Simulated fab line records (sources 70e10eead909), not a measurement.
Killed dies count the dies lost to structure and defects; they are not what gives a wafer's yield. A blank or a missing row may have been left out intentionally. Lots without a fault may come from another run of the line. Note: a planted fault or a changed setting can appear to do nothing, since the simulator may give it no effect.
Which of the tools did it? | flow nand-harc | 18 wafers from 6 lots sampled at 5 of the route's 1159 steps

WHAT THE GAUGES READ, wafer by wafer
NHARC_END_SORT_01.
lot  | measured     | on        | defect-limited-yield (%)
L553 | day 21 04:28 | prober-02 | 97.9 97.9 97.6
L562 | day 22 19:23 | prober-01 | 96.8 95.9 95.9

TOOL THAT RAN EACH LOT (tool first, then ch and the chambers of the sampled wafers, then the start)
lot  | NHARC_P_BONDPAD_DEGAS_25     | NHARC_A_ZERO_WELL_ETCH_19          | NHARC_A_ZERO_WELL_ETCH_13       | NHARC_A_ONON_D1_DEP_00
L550 | pvd-sputter-02, day 6 23:33  | rie-diel-13 ch 0,3, day 7 02:45    | rie-si-03 ch 0,2, day 7 02:53   | pecvd-onon-02 ch 0, day 8 01:11
L553 | pvd-sputter-03, day 7 14:33  | rie-diel-02 ch 0,1, day 7 17:43    | rie-si-01 ch 0,1, day 7 17:50   | pecvd-onon-02 ch 0, day 8 15:19
L556 | pvd-sputter-01, day 8 18:59  | rie-diel-11 ch 0,1,3, day 8 22:13  | rie-si-02 ch 0,1, day 8 22:22   | pecvd-onon-02 ch 0, day 9 19:49
L558 | pvd-sputter-03, day 8 22:25  | rie-diel-02 ch 0,2,3, day 9 01:36  | rie-si-02 ch 1,2,3, day 9 01:45 | pecvd-onon-02 ch 0, day 9 23:20
L562 | pvd-sputter-01, day 9 23:46  | rie-diel-11 ch 1,2, day 10 02:49   | rie-si-03 ch 2,3, day 10 02:56  | pecvd-onon-03 ch 0, day 11 00:34
L571 | pvd-sputter-01, day 12 14:20 | rie-diel-02 ch 0,1,3, day 12 17:32 | rie-si-03 ch 2,3, day 12 17:39  | pecvd-onon-02, day 13 18:07
- NHARC_P_BONDPAD_DEGAS_25: time 60 s.
- NHARC_A_ZERO_WELL_ETCH_19: etches the open film in N2/H2, target depth 80 nm, overetch 24 nm, time 87.88 s.
- NHARC_A_ZERO_WELL_ETCH_13: etches the open film in HBr/Cl2, target depth 120 nm, time 40.1 s.
- NHARC_A_ONON_D1_DEP_00: target thk 1000 nm.

THE ANSWER, worked out from the rows above alone
Rule: usual is defined by the lots themselves. The widest of any qualifying gaps counts: lots, ordered by their means at a reading, are off when they make up no more than a third of the lots, leave a main group of 4 or more, and stand apart from it by 3 or more times the standard deviation of that group's means. Not used: any main group whose means are identical at the precision the tables above print for the reading. A lot without any number at a reading at which 4 lots or more have one is off too. The other lots that the step has rows for count as sound.
Across all readings shown, no lot is off: no conclusion can be drawn from this.

WHAT THE SIMULATOR PUT IN
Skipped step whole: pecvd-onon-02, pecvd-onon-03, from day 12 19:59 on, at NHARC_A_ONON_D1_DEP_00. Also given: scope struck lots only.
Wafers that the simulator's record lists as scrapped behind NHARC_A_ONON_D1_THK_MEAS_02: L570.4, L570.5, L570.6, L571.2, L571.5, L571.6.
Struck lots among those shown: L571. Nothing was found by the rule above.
